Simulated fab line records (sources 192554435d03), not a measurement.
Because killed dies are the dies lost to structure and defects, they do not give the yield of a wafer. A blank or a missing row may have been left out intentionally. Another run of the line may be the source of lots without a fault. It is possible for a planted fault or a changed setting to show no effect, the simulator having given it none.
Which tool is to blame? / flow n5 finfet / 12 lots with 35 wafers sampled at 4 steps, on a route of 1938 steps

## WHAT EACH GAUGE READ, for each wafer
No reading from a measuring or inspecting step in the record can be judged against a usual standard deviation.

## EACH LOT AND THE TOOL THAT RAN IT (in order: tool; ch and the chambers of the sampled wafers; start)
lot=L777; N5_BEOL_M3_ETCH_77=rie diel-04 ch 0,1,3, day 7 04:01; N5_MIM_TOP_ALD_00=ald hk-03 ch 2,3, day 11 18:50; N5_MIM_TOP_ALD_02=ald hk-03 ch 2,3, day 12 09:32 or earlier; N5_PASSIVATION_PROBE_49=prober-01, day 12 09:32
lot=L778; N5_BEOL_M3_ETCH_77=rie diel-04 ch 0,2, day 7 14:39; N5_MIM_TOP_ALD_00=ald hk-03 ch 0,2,3, day 12 14:47; N5_MIM_TOP_ALD_02=ald hk-03 ch 0,2,3, no start; N5_PASSIVATION_PROBE_49=-
lot=L780; N5_BEOL_M3_ETCH_77=rie diel-04 ch 0,2,3, day 7 16:24; N5_MIM_TOP_ALD_00=ald hk-01 ch 0,1,2, day 12 23:20; N5_MIM_TOP_ALD_02=ald hk-01 ch 0,1,2, no start; N5_PASSIVATION_PROBE_49=-
lot=L779; N5_BEOL_M3_ETCH_77=rie diel-03 ch 0,3, day 7 19:40; N5_MIM_TOP_ALD_00=ald hk-02 ch 0,2,3, day 13 04:20; N5_MIM_TOP_ALD_02=ald hk-02 ch 0,2,3, no start; N5_PASSIVATION_PROBE_49=-
lot=L781; N5_BEOL_M3_ETCH_77=rie diel-05 ch 0,1,2, day 8 02:04; N5_MIM_TOP_ALD_00=ald hk-01 ch 1,2,3, day 13 02:03; N5_MIM_TOP_ALD_02=ald hk-01 ch 1,2,3, no start; N5_PASSIVATION_PROBE_49=-
lot=L782; N5_BEOL_M3_ETCH_77=rie diel-05 ch 1,2, day 8 04:39; N5_MIM_TOP_ALD_00=ald hk-01 ch 0,2,3, day 13 19:10; N5_MIM_TOP_ALD_02=ald hk-01 ch 0,2,3, no start; N5_PASSIVATION_PROBE_49=-
lot=L783; N5_BEOL_M3_ETCH_77=rie diel-04 ch 1,2, day 8 19:37; N5_MIM_TOP_ALD_00=ald hk-01 ch 0,1,2, day 13 16:20; N5_MIM_TOP_ALD_02=ald hk-01 ch 0,1,2, no start; N5_PASSIVATION_PROBE_49=-
lot=L786; N5_BEOL_M3_ETCH_77=rie diel-04 ch 0,1,2, day 9 09:21; N5_MIM_TOP_ALD_00=ald hk-02 ch 0,1,3, day 14 13:23; N5_MIM_TOP_ALD_02=ald hk-02 ch 0,1,3, day 15 02:37 or earlier; N5_PASSIVATION_PROBE_49=prober-02, day 15 02:37
lot=L788; N5_BEOL_M3_ETCH_77=rie diel-04 ch 2,3, day 10 06:14; N5_MIM_TOP_ALD_00=ald hk-01 ch 0,3, day 15 11:25; N5_MIM_TOP_ALD_02=ald hk-01 ch 0,3, day 16 00:34 or earlier; N5_PASSIVATION_PROBE_49=prober-01, day 16 00:34
lot=L795; N5_BEOL_M3_ETCH_77=rie diel-05 ch 0,2, day 11 12:39; N5_MIM_TOP_ALD_00=ald hk-03 ch 0, day 15 21:27; N5_MIM_TOP_ALD_02=ald hk-03 ch 0, no start; N5_PASSIVATION_PROBE_49=-
lot=L798; N5_BEOL_M3_ETCH_77=rie diel-05 ch 0,1,2, day 12 20:25; N5_MIM_TOP_ALD_00=ald hk-03 ch 0,3, day 17 07:13; N5_MIM_TOP_ALD_02=ald hk-03 ch 0,3, no start; N5_PASSIVATION_PROBE_49=-
lot=L800; N5_BEOL_M3_ETCH_77=rie diel-05 ch 0,1, day 13 06:22; N5_MIM_TOP_ALD_00=ald hk-02 ch 0,2,3, day 17 11:35; N5_MIM_TOP_ALD_02=ald hk-02 ch 0,2,3, no start; N5_PASSIVATION_PROBE_49=-
- N5_BEOL_M3_ETCH_77: etches underlayer in N2/H2, target depth 6.5 nm, time 5.2 s.
- N5_MIM_TOP_ALD_00: deposits Al2O3, purge time 3 s, co reactant pulse time 3 s.
- N5_MIM_TOP_ALD_02: deposits Al2O3, purge time 3 s, co reactant pulse time 3 s.
- N5_PASSIVATION_PROBE_49

## WHAT THE TOOLS THEMSELVES READ (means of the sampled wafers that have a number; where no wafer has one, the mark that the record gives instead)
N5_BEOL_M3_ETCH_77. Usual: drypump motor current A 5.6 A, standard deviation 0.43; etch rf on time s 5.17 s, standard deviation 0.11; oes product au 0.68 a.u., standard deviation 0.072; rf vpp V 523.6 V, standard deviation 2.7; showerhead plenum p Torr 2.53 Torr, standard deviation 0.093; throttle valve pct 17.80 %, standard deviation 0.29.
lot=L777; tool=rie diel-04; drypump motor current A (A)=5.6; etch rf on time s (s)=5.20; oes product au (a.u.)=0.69; rf vpp V (V)=524.5; showerhead plenum p Torr (Torr)=2.57; throttle valve pct (%)=17.76; flag=
lot=L778; tool=rie diel-04; drypump motor current A (A)=5.4; etch rf on time s (s)=5.09; oes product au (a.u.)=0.69; rf vpp V (V)=521.7; showerhead plenum p Torr (Torr)=2.46; throttle valve pct (%)=17.97; flag=
lot=L780; tool=rie diel-04; drypump motor current A (A)=5.6; etch rf on time s (s)=5.09; oes product au (a.u.)=0.72; rf vpp V (V)=523.4; showerhead plenum p Torr (Torr)=2.55; throttle valve pct (%)=17.81; flag=
lot=L779; tool=rie diel-03; drypump motor current A (A)=5.8; etch rf on time s (s)=5.28; oes product au (a.u.)=0.67; rf vpp V (V)=526.8; showerhead plenum p Torr (Torr)=2.62; throttle valve pct (%)=18.00; flag=
lot=L781; tool=rie diel-05; drypump motor current A (A)=5.8; etch rf on time s (s)=5.21; oes product au (a.u.)=0.68; rf vpp V (V)=523.3; showerhead plenum p Torr (Torr)=2.49; throttle valve pct (%)=17.67; flag=
lot=L782; tool=rie diel-05; drypump motor current A (A)=5.6; etch rf on time s (s)=5.12; oes product au (a.u.)=0.63; rf vpp V (V)=521.9; showerhead plenum p Torr (Torr)=2.46; throttle valve pct (%)=17.71; flag=
lot=L783; tool=rie diel-04; drypump motor current A (A)=5.0; etch rf on time s (s)=5.14; oes product au (a.u.)=0.62; rf vpp V (V)=519.8; showerhead plenum p Torr (Torr)=2.45; throttle valve pct (%)=17.89; flag=
lot=L786; tool=rie diel-04; drypump motor current A (A)=5.5; etch rf on time s (s)=5.10; oes product au (a.u.)=0.64; rf vpp V (V)=522.7; showerhead plenum p Torr (Torr)=2.47; throttle valve pct (%)=17.97; flag=
lot=L788; tool=rie diel-04; drypump motor current A (A)=5.1; etch rf on time s (s)=5.18; oes product au (a.u.)=0.66; rf vpp V (V)=522.1; showerhead plenum p Torr (Torr)=2.52; throttle valve pct (%)=17.77; flag=
lot=L795; tool=rie diel-05; drypump motor current A (A)=5.9; etch rf on time s (s)=5.19; oes product au (a.u.)=0.69; rf vpp V (V)=525.1; showerhead plenum p Torr (Torr)=2.51; throttle valve pct (%)=17.80; flag=
lot=L798; tool=rie diel-05; drypump motor current A (A)=5.8; etch rf on time s (s)=5.15; oes product au (a.u.)=0.66; rf vpp V (V)=522.2; showerhead plenum p Torr (Torr)=2.48; throttle valve pct (%)=17.73; flag=
lot=L800; tool=rie diel-05; drypump motor current A (A)=5.9; etch rf on time s (s)=5.25; oes product au (a.u.)=0.69; rf vpp V (V)=522.0; showerhead plenum p Torr (Torr)=2.46; throttle valve pct (%)=17.53; flag=

N5_MIM_TOP_ALD_00. Usual: precursor pulse height rel reads 1.000 (standard deviation 0.019).
lot=L777; tool=ald hk-03; precursor pulse height rel=0.990; flag=
lot=L778; tool=ald hk-03; precursor pulse height rel=1.000; flag=
lot=L780; tool=ald hk-01; precursor pulse height rel=0.977; flag=
lot=L779; tool=ald hk-02; precursor pulse height rel=0.998; flag=
lot=L781; tool=ald hk-01; precursor pulse height rel=0.980; flag=
lot=L782; tool=ald hk-01; precursor pulse height rel=0.995; flag=
lot=L783; tool=ald hk-01; precursor pulse height rel=1.008; flag=
lot=L786; tool=ald hk-02; precursor pulse height rel=0.991; flag=
lot=L788; tool=ald hk-01; precursor pulse height rel=1.008; flag=
lot=L795; tool=ald hk-03; precursor pulse height rel=1.002; flag=
lot=L798; tool=ald hk-03; precursor pulse height rel=0.988; flag=
lot=L800; tool=ald hk-02; precursor pulse height rel=1.006; flag=

N5_MIM_TOP_ALD_02. Usual: precursor pulse height rel reads 1.001 (standard deviation 0.02).
lot=L777; tool=ald hk-03; precursor pulse height rel=0.981; flag=
lot=L778; tool=ald hk-03; precursor pulse height rel=1.007; flag=
lot=L780; tool=ald hk-01; precursor pulse height rel=0.987; flag=
lot=L779; tool=ald hk-02; precursor pulse height rel=0.997; flag=
lot=L781; tool=ald hk-01; precursor pulse height rel=0.999; flag=
lot=L782; tool=ald hk-01; precursor pulse height rel=1.011; flag=
lot=L783; tool=ald hk-01; precursor pulse height rel=1.018; flag=
lot=L786; tool=ald hk-02; precursor pulse height rel=1.000; flag=
lot=L788; tool=ald hk-01; precursor pulse height rel=1.012; flag=
lot=L795; tool=ald hk-03; precursor pulse height rel=0.994; flag=
lot=L798; tool=ald hk-03; precursor pulse height rel=0.986; flag=
lot=L800; tool=ald hk-02; precursor pulse height rel=0.998; flag=

N5_PASSIVATION_PROBE_49. Usual: defect limited yield 91.2 %, standard deviation 1.3; killed_at_M0_to_M3 34, standard deviation 10; killed_at_M4_up 13, standard deviation 4.6; killed at contacts 13, standard deviation 5.5; killed at front end 41, standard deviation 12; killed at other 2.8, standard deviation 2.4; killed dies 104, standard deviation 16; killed open 67, standard deviation 12; killed short 33, standard deviation 7.2; sort_bin_4_leakage 0.00 %, standard deviation 0.012; sort_bin_5_function 5.1 %, standard deviation 0.86; sort_bin_6_memory 3.3 %, standard deviation 0.62; sort n pass 1076, standard deviation 16; sort yield pct 91.2 %, standard deviation 1.3.
lot=L777; tool=prober-01; defect limited yield (%)=90.8; killed_at_M0_to_M3=32; killed_at_M4_up=14; killed at contacts=17; killed at front end=41; killed at other=4.0; killed dies=108; killed open=76; killed short=31; sort_bin_4_leakage (%)=0.00; sort_bin_5_function (%)=5.4; sort_bin_6_memory (%)=3.6; sort n pass=1072; sort yield pct (%)=90.8; flag=
lot=L786; tool=prober-02; defect limited yield (%)=81.0; killed_at_M0_to_M3=167; killed_at_M4_up=14; killed at contacts=7; killed at front end=33; killed at other=3.0; killed dies=224; killed open=69; killed short=30; sort_bin_4_leakage (%)=0.03; sort_bin_5_function (%)=11.1; sort_bin_6_memory (%)=4.1; sort n pass=955; sort yield pct (%)=81.0; flag=OFF
lot=L788; tool=prober-01; defect limited yield (%)=80.6; killed_at_M0_to_M3=178; killed_at_M4_up=10; killed at contacts=14; killed at front end=27; killed at other=0.3; killed dies=229; killed open=60; killed short=24; sort_bin_4_leakage (%)=0.00; sort_bin_5_function (%)=11.6; sort_bin_6_memory (%)=3.7; sort n pass=951; sort yield pct (%)=80.6; flag=OFF

## THE ANSWER, worked out from the rows above alone
Rule: a lot counts as off when the mean over its wafers that have a number is more than 3 standard deviations away from the usual mean. Also off: a lot with no number at a reading for which 4 or more lots have one. Where the step has rows for the other lots, those lots are counted as sound. The gauges are gone through in route order, then the tools' own readings, and for those a lot's mean is taken as printed above. The first step at which some lot is off is used, and at that step the reading that is off furthest; a lot without a number counts as furthest.
Off at N5_PASSIVATION_PROBE_49 (killed_at_M0_to_M3): L786, L788. Neither off nor sound, because the step has no rows for them: L778, L780, L779, L781, L782, L783, L795, L798, L800.
A tool fits if, at that step or a process step before it, it ran every lot that is off, and no sound lot after the first of them. N5_MIM_TOP_ALD_02 gives no start for some lots, so the hours and the order of its lots are those of N5_PASSIVATION_PROBE_49. One candidate fits, namely rie diel-04 at N5_BEOL_M3_ETCH_77. Its last sound lot is L777 (day 7 04:01), its first lot that is off L786 (day 9 09:21): a fault that began between those two fits.

## WHAT WAS PUT IN BY THE SIMULATOR
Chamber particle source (rie diel-04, N5_BEOL_M3_ETCH_77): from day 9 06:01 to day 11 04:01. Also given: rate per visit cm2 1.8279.
Shown lots that were struck: L786, L788. The same result came from the rule above.
